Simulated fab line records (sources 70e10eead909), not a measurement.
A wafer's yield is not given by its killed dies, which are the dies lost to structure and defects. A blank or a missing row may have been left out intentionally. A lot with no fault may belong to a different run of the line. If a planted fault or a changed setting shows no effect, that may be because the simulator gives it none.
Which tool was responsible? -- flow nandHarc -- 13 lots, 39 wafers sampled, at 4 steps of a route of 1302

## WHAT EACH GAUGE READ, for each wafer
NHARC_P_GATE_CD_MEAS_59: target cd 720 nm.
lot,measured,on,cdNm (nm)
L294,day 5 16:23,cdSem-03,719.4 721.7 718.6
L295,day 6 05:39,cdSem-02,719.1 720.6 720.7
L296,day 6 05:28,cdSem-01,719.5 723.1 720.1
L297,day 6 22:05,cdSem-02,721.6 720.0 718.4
L298,day 6 22:44,cdSem-01,721.9 723.0 722.5
L299,day 7 10:54,cdSem-02,721.3 718.1 718.8
L307,day 10 22:19,cdSem-01,751.5 752.6 720.0
L309,day 11 20:07,cdSem-02,721.0 720.5 721.6
L308,day 11 19:08,cdSem-02,747.4 748.6 718.5
L312,day 12 22:32,cdSem-02,716.8 720.9 720.9
L315,day 14 08:04,cdSem-03,723.0 723.8 718.3
L316,day 14 17:09,cdSem-03,719.0 722.7 722.2
L317,day 15 06:20,cdSem-01,723.5 717.0 720.5

## TOOL THAT RAN EACH LOT (tool first, then ch and the chambers of the sampled wafers, then the start)
lot,NHARC_P_GATE_DEP_103,NHARC_P_GATE_STRIP_75,NHARC_P_GATE_EXPOSE_56
L294,"pecvd-01 ch 1,2, day 5 01:16","plasmaAsher-01 ch 0,1, day 5 15:29","krfScanner-01 ch 0, day 5 16:14"
L295,"pecvd-03 ch 0,1,2, day 5 15:11","plasmaAsher-02 ch 0,1, day 6 04:44","krfScanner-01 ch 0, day 6 05:29"
L296,"pecvd-01 ch 0,2, day 5 15:19","plasmaAsher-01 ch 0, day 6 04:32","krfScanner-03 ch 0, day 6 05:19"
L297,"pecvd-03 ch 0,2, day 6 07:44","plasmaAsher-02 ch 0,1, day 6 21:10","krfScanner-02 ch 0, day 6 21:56"
L298,"pecvd-01 ch 0,1, day 6 08:21","plasmaAsher-01 ch 0,1, day 6 21:56","krfScanner-02 ch 0, day 6 22:35"
L299,"pecvd-02 ch 1,2, day 6 20:20","plasmaAsher-01 ch 0,1, day 7 10:06","krfScanner-02 ch 0, day 7 10:44"
L307,"pecvd-02 ch 0,1,2, day 10 07:49","plasmaAsher-01 ch 0,1, day 10 21:24","krfScanner-02 ch 0, day 10 22:10"
L309,"pecvd-03 ch 0,1,2, day 11 03:49","plasmaAsher-02 ch 0,1, day 11 19:12","krfScanner-03 ch 0, day 11 19:58"
L308,"pecvd-02 ch 0,1,2, day 11 04:26","plasmaAsher-01 ch 0,1, day 11 18:21","krfScanner-02 ch 0, day 11 18:59"
L312,"pecvd-02 ch 0,1,2, day 12 08:06","plasmaAsher-01 ch 0,1, day 12 21:36","krfScanner-03 ch 0, day 12 22:22"
L315,"pecvd-02 ch 0,1,2, day 13 17:50","plasmaAsher-01 ch 0,1, day 14 07:08","krfScanner-03 ch 0, day 14 07:55"
L316,"pecvd-02 ch 0,2, day 14 02:44","plasmaAsher-01 ch 0,1, day 14 16:14","krfScanner-02 ch 0, day 14 17:00"
L317,"pecvd-01 ch 0,1, day 14 16:05","plasmaAsher-01 ch 0,1, day 15 05:25","krfScanner-01 ch 0, day 15 06:11"
- NHARC_P_GATE_DEP_103: deposits SiON, target thk 30 nm.
- NHARC_P_GATE_STRIP_75: strips in O2.
- NHARC_P_GATE_EXPOSE_56: exposes mask P PSD, target cd 720 nm.

## WHAT THE TOOLS THEMSELVES READ (means of the sampled wafers that have a number; where no wafer has one, the mark that the record gives instead)
NHARC_P_GATE_DEP_103.
lot,tool,heaterPowerW (W),rfFwdPowerW (W)
L294,pecvd-01,752,348.3
L295,pecvd-03,689,348.0
L296,pecvd-01,669,349.2
L297,pecvd-03,739,348.7
L298,pecvd-01,735,348.7
L299,pecvd-02,731,347.7
L307,pecvd-02,712,348.1
L309,pecvd-03,662,346.4
L308,pecvd-02,737,347.9
L312,pecvd-02,719,348.0
L315,pecvd-02,761,348.6
L316,pecvd-02,787,347.5
L317,pecvd-01,770,348.7

NHARC_P_GATE_STRIP_75.
lot,tool,drypumpMotorCurrentA (A),heaterPowerW (W)
L294,plasmaAsher-01,5.2,330
L295,plasmaAsher-02,6.1,338
L296,plasmaAsher-01,5.1,309
L297,plasmaAsher-02,6.1,325
L298,plasmaAsher-01,5.2,323
L299,plasmaAsher-01,5.1,324
L307,plasmaAsher-01,5.2,324
L309,plasmaAsher-02,6.0,328
L308,plasmaAsher-01,5.2,347
L312,plasmaAsher-01,5.3,339
L315,plasmaAsher-01,5.2,345
L316,plasmaAsher-01,5.2,346
L317,plasmaAsher-01,5.3,345

## THE ANSWER, worked out from the rows above alone
Rule: the usual values come from the lots themselves. The widest of any qualifying gaps counts: lots, ordered by their means at a reading, are off when they make up no more than a third of the lots, leave a main group of 4 or more, and stand apart from it by 3 or more times the standard deviation of that group's means. If all means in a main group match to the digits the tables above print for the reading, that group is not used. Also off: a lot with no number at a reading for which 4 or more lots have one. Any other lot the step has rows for is counted as sound. First the gauges in route order, then the tools' own readings, where a lot's mean is used as printed above. The first step at which some lot is off is used, and at that step the reading that is off furthest; a lot without a number counts as furthest.
Off, at NHARC_P_GATE_CD_MEAS_59 on cdNm: L307, L308. Mean 720.6 nm and standard deviation 0.91 in the main group.
If a tool, at a process step before that reading, ran all the lots that are off and no sound lot after the first of them, it fits. The gauges at NHARC_P_GATE_CD_MEAS_59 are tried like those tools. None of those tried fits.

## WHAT THE SIMULATOR HAD PUT IN
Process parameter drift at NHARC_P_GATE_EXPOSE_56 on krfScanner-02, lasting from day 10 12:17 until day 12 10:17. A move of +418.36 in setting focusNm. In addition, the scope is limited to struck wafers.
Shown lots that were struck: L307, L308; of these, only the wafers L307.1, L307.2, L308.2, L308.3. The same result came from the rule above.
